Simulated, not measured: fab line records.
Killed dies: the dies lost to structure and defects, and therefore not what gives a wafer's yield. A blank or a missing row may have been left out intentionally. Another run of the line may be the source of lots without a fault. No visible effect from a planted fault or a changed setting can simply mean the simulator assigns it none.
fab line records	flow nand-harc
[record] lots = 14	wafers = 42	last-day = 23
route steps=1159 shown A_M0@1019 A_M1@1040 THIN_TSV@1151
lots that met no fault: from a run of the same line without faults
start-h: the number of hours between the record's first day and the start of the first shown wafer of the lot	wait-h: hours elapsed since this lot's preceding step	" unchanged from the row above	L1.1+2: several wafers, shown together as one row	- no value, or no start was given	* or withheld: withheld	< > ~ a bound
route shown NAME@n: a module of which the file shows steps, and the number in the route of the first	usual: the fault-free wafers' mean and standard deviation	same: alike in all rows	chamber/n: place in a boat	sites: per-site readings	_std_site: the standard deviation of these	_edge_site: the outer-site mean with the inner-site mean subtracted	radius-mm: for every site, how far away it sits from the centre of the wafer	mask NAME#n: copy n	behind: tool/chamber where the wafer was last shaped	hold: why the lot was held/for how many hours/how that ended	device: the transistor (n, p or np) that didn't switch	end of line: tests of these same wafers at the route's end	a step with no rows: only its recipe	killed: at the first sort, the dies lost to defects and structure; wafer yield is something else	map: per-die view of a wafer (x killed, . not killed, _ where there is no die)
set.NAME: the setting the step ran with; set.NAME@STEP: the setting that earlier step ran with	model.NAME: the simulator's own value behind a step, which no gauge read
a sample of lots followed through the steps of the route, with each step as a table and each wafer as a row
services: the hour from which a tool's chamber was out of use, counted from the record's first day as start-h (under 0 if before that day), plus the number of hours and why
[[steps]]
[step NHARC_A_M0_CMP_23]
[recipe] t-overpolish-s = 20	target-thk-nm = 113.75
[usual] edge-zone-pressure-frac = 1.000/0.0047	motor-current-A = 12.1/1	time-to-endpoint-s = 29/3.2
[same] t-overpolish-s = 20
lot.wafer	tool	chamber	start-h	wait-h	edge-zone-pressure-frac	motor-current-A	time-to-endpoint-s
L191.2	cmp-04	3	404.86	-	1.007	14.1	33
L191.3	"	0	"	"	1.003	12.6	29
L191.4	"	1	"	"	1.001	12.6	27
L192.4	cmp-03	0	406.61	-	1.002	10.8	28
L192.3	"	1	"	"	0.995	12.5	28
L192.6	"	0	"	"	1.003	11.2	29
L193.4	cmp-03	2	423.45	-	0.992	12.2	29
L193.3	"	3	"	"	1.004	12.4	31
L193.5	"	1	"	"	1.003	12.6	30
L189.3	cmp-01	3	426.81	-	1.002	12.4	25
L189.1	"	1	"	"	1.000	11.0	27
L189.6	"	2	"	"	1.006	12.1	27
L194.2	cmp-03	0	429.13	-	0.999	10.7	28
L194.5	"	2	"	"	0.997	12.3	29
L194.6	"	3	"	"	0.995	13.3	29
L195.4	cmp-01	3	451.91	-	0.996	12.8	28
L195.2	"	0	"	"	0.995	11.7	27
L195.3	"	2	"	"	1.015	12.4	26
L197.2	cmp-01	1	452.21	-	0.998	11.0	28
L197.4	"	2	"	"	1.003	12.2	24
L197.6	"	2	"	"	0.996	12.8	26
L196.4	cmp-03	3	458.56	-	0.999	13.0	28
L196.1	"	0	"	"	1.007	11.7	25
L196.6	"	2	"	"	0.999	12.6	29
L198.2	cmp-04	3	475.83	-	1.001	12.8	34
L198.3	"	0	"	"	1.001	11.9	34
L198.1	"	1	"	"	1.005	13.0	28
L199.3	cmp-03	3	478.41	-	0.996	13.4	26
L199.6	"	3	"	"	0.997	13.4	29
L199.5	"	0	"	"	0.996	11.1	27
L201.3	cmp-01	2	479.58	-	0.999	13.2	27
L201.1	"	0	"	"	1.000	12.5	27
L201.5	"	2	"	"	1.000	12.6	24
L200.3	cmp-04	1	489.83	-	1.006	13.2	27
L200.1	"	2	"	"	0.999	10.1	30
L200.4	"	3	"	"	1.001	13.0	34
L203.1	cmp-01	1	502.71	-	1.003	10.8	33
L203.4	"	3	"	"	1.003	11.8	26
L203.5	"	0	"	"	1.000	11.8	28
L207.3	cmp-01	3	508.37	-	1.003	12.2	26
L207.1	"	1	"	"	0.996	10.7	30
L207.6	"	2	"	"	1.001	12.7	27
[step NHARC_A_M1_ETCH_35]
[recipe] target-depth-a = 400	overetch-a = 120	time-s = 43.94	ion-energy-ev = 200	n2-flow-sccm = 150	h2-flow-sccm = 150	ar-flow-sccm = 0	rf-w = 400	bias-w = 150	chemistry = N2/H2
[usual] drypump-motor-current-A = 5.90/0.24	oes-product-au = 1.004/0.011	rf-vpp-V = 429.7/2.5	showerhead-plenum-p-Torr = 2.01/0.085	throttle-valve-pct = 14.172/0.0096
lot.wafer	tool	chamber	start-h	wait-h	drypump-motor-current-A	oes-product-au	rf-hours-counter-h	rf-vpp-V	showerhead-plenum-p-Torr	throttle-valve-pct
L191.3	rie-diel-09	2	406.98	0.1	6.32	1.015	9	428.2	1.92	14.157
L191.4	"	3	"	"	6.02	0.995	8	427.6	1.93	14.167
L191.2	"	1	"	"	5.78	1.012	10	429.6	2.00	14.183
L192.3	rie-diel-09	3	408.83	0.1	6.04	1.002	8	427.7	1.93	14.177
L192.4	"	1	"	"	5.82	1.003	10	428.8	2.00	14.157
L192.6	"	3	"	"	5.98	1.000	-	426.8	1.93	14.173
L193.4	rie-diel-09	3	426.02	0.1	6.02	0.995	9	427.8	1.93	14.159
L193.3	"	1	"	"	5.81	1.005	11	427.8	2.00	14.167
L193.5	"	3	"	"	5.99	0.997	-	427.9	1.93	14.168
L189.1	rie-diel-10	3	433.37	0.1	5.87	1.020	6	426.7	1.91	14.182
L189.3	"	0	"	"	5.88	0.984	6	429.2	2.02	14.182
L189.6	"	2	"	"	5.92	0.989	-	432.8	2.12	14.180
L194.2	rie-diel-10	1	433.88	0.2	5.33	1.002	5	432.5	2.09	14.189
L194.6	"	2	"	"	5.92	0.988	-	432.7	2.12	14.166
L194.5	"	3	"	"	5.87	1.016	-	426.5	1.90	14.160
L195.2	rie-diel-07	0	453.92	0.1	6.10	1.030	1	434.1	2.16	14.177
L195.4	"	1	"	"	5.71	1.024	1	430.8	2.07	14.160
L195.3	"	3	"	"	5.75	1.004	1	428.3	1.98	14.173
L197.2	rie-diel-10	1	454.38	0.1	5.35	1.011	7	432.4	2.09	14.173
L197.4	"	3	"	"	5.86	1.011	-	427.5	1.90	14.176
L197.6	"	1	"	"	5.35	1.008	-	432.6	2.09	14.188
L196.1	rie-diel-07	1	460.72	0.1	5.71	1.011	1	432.4	2.07	14.187
L196.4	"	2	"	"	5.53	1.002	1	429.6	2.00	14.182
L196.6	"	2	"	"	5.52	0.997	-	429.7	2.00	14.165
L198.1	rie-diel-09	3	477.98	0.1	6.00	1.005	2	427.6	1.93	14.174
L198.3	"	0	"	"	6.08	1.018	2	431.4	2.04	14.172
L198.2	"	1	"	"	5.78	1.018	2	428.9	2.00	14.184
L199.3	rie-diel-07	1	480.54	0.1	5.73	1.013	2	431.5	2.07	14.159
L199.6	"	3	"	"	5.71	0.999	-	429.9	1.98	14.179
L199.5	"	0	"	"	6.10	1.016	-	432.4	2.16	14.158
L201.1	rie-diel-07	0	481.71	0.1	6.10	1.011	2	433.3	2.16	14.181
L201.3	"	2	"	"	5.51	0.999	2	430.2	2.00	14.177
L201.5	"	3	"	"	5.74	0.987	-	427.8	1.98	14.152
L200.3	rie-diel-09	3	491.91	0.1	6.02	1.013	3	428.2	1.93	14.163
L200.4	"	1	"	"	5.78	0.998	4	429.4	1.99	14.162
L200.1	"	2	"	"	6.32	1.016	4	426.6	1.91	14.164
L203.1	rie-diel-07	0	504.71	0.1	6.12	1.011	2	433.5	2.16	14.168
L203.4	"	2	"	"	5.54	0.999	2	430.6	2.00	14.167
L203.5	"	3	"	"	5.74	1.006	-	429.3	1.98	14.189
L207.1	rie-diel-10	2	510.48	0.1	5.90	0.975	7	432.9	2.12	14.175
L207.3	"	3	"	"	5.85	1.003	12	427.7	1.90	14.187
L207.6	"	3	"	"	5.87	1.010	-	425.7	1.90	14.170
[step NHARC_A_M1_ETCH_15]
[recipe] target-depth-a = 1825	time-s = 91.2	c4f8-flow-sccm = withheld	ar-flow-sccm = 400	rf-w = 600	bias-w = 300	chemistry = C4F8/Ar
[usual] oes-product-au = 0.955/0.021	rf-vpp-V = 440.0/2.5
lot.wafer	tool	chamber	start-h	wait-h	oes-product-au	rf-hours-counter-h	rf-vpp-V
L191.3	rie-diel-09	2	-	-	0.967	9	436.1
L191.2	"	3	"	"	0.958	8	438.8
L191.4	"	1	"	"	0.973	10	438.8
L192.3	rie-diel-09	2	-	-	0.967	9	436.4
L192.4	"	0	"	"	0.988	10	441.8
L192.6	"	2	"	"	0.971	-	437.1
L193.4	rie-diel-09	2	-	-	0.930	10	435.2
L193.3	"	3	"	"	0.921	9	437.7
L193.5	"	0	"	"	0.926	-	439.5
L189.3	rie-diel-10	2	-	-	0.930	4	443.9
L189.1	"	0	"	"	0.955	6	439.2
L189.6	"	2	"	"	0.928	-	444.0
L194.2	rie-diel-10	3	-	-	0.952	6	436.5
L194.6	"	1	"	"	0.967	-	442.0
L194.5	"	2	"	"	0.954	-	442.9
L195.2	rie-diel-07	1	-	-	1.000	1	442.2
L195.3	"	2	"	"	0.965	1	437.9
L195.4	"	3	"	"	0.959	1	440.8
L197.2	rie-diel-10	3	-	-	0.973	8	437.1
L197.4	"	0	"	"	0.945	-	439.4
L197.6	"	1	"	"	0.964	-	441.2
L196.1	rie-diel-07	0	-	-	0.960	1	444.0
L196.4	"	3	"	"	0.932	1	438.6
L196.6	"	0	"	"	0.977	-	444.3
L198.2	rie-diel-09	0	-	-	0.971	2	441.5
L198.3	"	1	"	"	0.966	2	439.5
L198.1	"	2	"	"	0.981	3	435.9
L199.3	rie-diel-07	0	-	-	0.931	2	444.2
L199.5	"	0	"	"	0.924	-	443.2
L199.6	"	1	"	"	0.935	-	441.8
L201.1	rie-diel-07	1	-	-	0.973	2	440.3
L201.3	"	0	"	"	0.974	2	444.7
L201.5	"	2	"	"	0.982	-	438.9
L200.1	rie-diel-09	2	-	-	0.983	4	438.1
L200.4	"	3	"	"	0.974	3	437.7
L200.3	"	0	"	"	0.959	4	440.7
L203.4	rie-diel-07	2	-	-	0.967	2	439.9
L203.1	"	3	"	"	0.960	2	439.0
L203.5	"	2	"	"	0.950	-	441.6
L207.3	rie-diel-10	2	-	-	0.930	7	444.0
L207.1	"	3	"	"	0.960	12	437.7
L207.6	"	0	"	"	0.929	-	439.9
[step NHARC_THIN_TSV_ETCH_59]
[recipe] target-depth-a = 8800	icp-w = 900	bias-w = 100	Cl2_flow_sccm = 60	bcl3-flow-sccm = 30	time-s = 138.1	chemistry = Cl2/BCl3
[usual] drypump-motor-current-A = 5.70/0.27	oes-product-au = 1.003/0.011	throttle-valve-pct = 22.264/0.0087
lot.wafer	tool	chamber	start-h	wait-h	drypump-motor-current-A	oes-product-au	rf-hours-counter-h	throttle-valve-pct
L192.4	rie-metal-02	0	438.41	0.2	5.56	1.026	-	22.246
L192.3	"	1	"	"	5.93	0.991	-	22.259
L192.6	"	1	"	"	5.95	0.997	-	22.282
L191.2	rie-metal-02	0	439.45	0.1	5.57	1.024	1.3	22.278
L191.4	"	1	"	"	5.93	1.001	-	22.271
L191.3	"	0	"	"	5.54	1.015	-	22.259
L193.3	rie-metal-02	1	457.43	0.2	5.93	0.991	-	22.275
L193.4	"	0	"	"	5.57	1.019	-	22.255
L193.5	"	1	"	"	5.93	0.996	-	22.267
L194.2	rie-metal-02	1	459.47	0.2	5.96	0.992	2.2	22.273
L194.6	"	0	"	"	5.57	1.021	-	22.261
L194.5	"	1	"	"	5.95	0.991	-	22.262
L189.1	rie-metal-03	0	465.49	0.1	5.37	0.987	0.0	22.258
L189.3	"	1	"	"	5.61	0.987	-	22.263
L189.6	"	1	"	"	5.60	0.999	-	22.269
L197.2	rie-metal-02	1	485.52	0.1	5.94	0.997	2.9	22.256
L197.4	"	0	"	"	5.55	1.019	-	22.255
L197.6	"	0	"	"	5.58	1.027	-	22.269
L195.2	rie-metal-03	0	486.23	0.1	5.38	0.997	0.4	22.270
L195.4	"	0	"	"	5.38	0.989	-	22.243
L195.3	"	1	"	"	5.58	1.008	-	22.275
L196.1	rie-metal-01	1	489.30	0.1	6.14	1.013	4.2	22.265
L196.4	"	1	"	"	6.11	1.014	-	22.259
L196.6	"	1	"	"	6.13	1.008	-	22.269
L198.1	rie-metal-01	1	505.09	0.1	6.09	1.005	5.1	22.260
L198.2	"	1	"	"	6.13	0.995	-	22.285
L198.3	"	1	"	"	6.16	1.003	-	22.265
L199.3	rie-metal-03	0	506.19	0.1	5.37	1.004	-	22.257
L199.6	"	0	"	"	5.37	0.994	-	22.281
L199.5	"	1	"	"	5.61	1.010	-	22.255
L201.1	rie-metal-02	1	507.17	0.1	5.94	0.993	3.7	22.268
L201.3	"	0	"	"	5.55	1.022	-	22.257
L201.5	"	0	"	"	5.56	1.009	-	22.263
L200.1	rie-metal-03	1	521.81	0.1	5.60	0.997	1.6	22.279
L200.4	"	1	"	"	5.60	0.994	-	22.273
L200.3	"	0	"	"	5.36	0.988	-	22.263
L203.1	rie-metal-03	1	532.49	0.1	5.57	1.005	2.1	22.261
L203.4	"	0	"	"	5.37	0.913	-	22.270
L203.5	"	1	"	"	5.61	1.000	-	22.266
L207.1	rie-metal-03	1	540.38	0.1	5.61	1.004	2.3	22.277
L207.3	"	0	"	"	5.37	1.008	-	22.262
L207.6	"	0	"	"	5.36	0.924	-	22.248
[[services]]
tool	chamber	start-h	hours	kind
rie-diel-10	2	383.31	1.8	repair
rie-diel-09	3	387.13	3.0	repair
rie-metal-02	-	388.00	9.0	pm
cmp-04	-	399.10	4.0	pm
rie-diel-07	-	405.20	9.0	pm
rie-diel-10	2	414.26	6.5	repair
rie-metal-03	1	415.86	29.1	repair
rie-diel-09	-	431.10	9.0	pm
cmp-04	-	437.06	1.0	repair
rie-diel-10	2	438.72	26.1	repair
cmp-03	-	450.22	4.0	pm
cmp-04	-	450.74	3.6	repair
rie-metal-03	-	453.00	9.0	pm
cmp-03	-	466.76	5.8	repair
rie-diel-07	-	468.08	0.2	repair
rie-metal-01	0	471.48	62.6	repair
cmp-01	-	474.33	4.0	pm
cmp-03	-	481.23	18.0	repair
rie-diel-10	-	486.32	0.4	repair
cmp-04	-	497.10	4.0	pm
cmp-01	-	515.74	8.3	repair
rie-diel-07	-	520.65	1.2	repair
rie-diel-10	-	530.50	9.0	pm
rie-diel-07	1	534.29	2.9	repair
[[key]]
[first-sign] step = NHARC_THIN_TSV_ETCH_59	reading = oes-product-au	direction = down	sigmas = 7.4	usual = 1.003	struck = 0.918
effect none on later readings
met-at NHARC_THIN_TSV_ETCH_59
struck-lots L203,L207
struck-wafers L203.4,L207.6
later-rows-left-out L203.4,L207.6
sort-left-out L203.4,L207.6
not-acting-at NHARC_A_M0_CMP_23,NHARC_A_M1_ETCH_35,NHARC_A_M1_ETCH_15
onset-between 521.81 532.49
[fault] kind = process-parameter-drift	tool = rie-metal-03	chamber = -	onset-h = 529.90	steps = NHARC_THIN_TSV_ETCH_59	channel = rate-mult	offset = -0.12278	shape = step	end-h = 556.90	scope = struck-wafers-only
// sort-left-out: the simulated sort isn't trusted on such a fault, so these wafers' sort isn't shown, and their yield isn't known
// later-rows-left-out: the simulator's readings of these wafers behind a module that went badly wrong aren't trusted and aren't shown, but for the sort
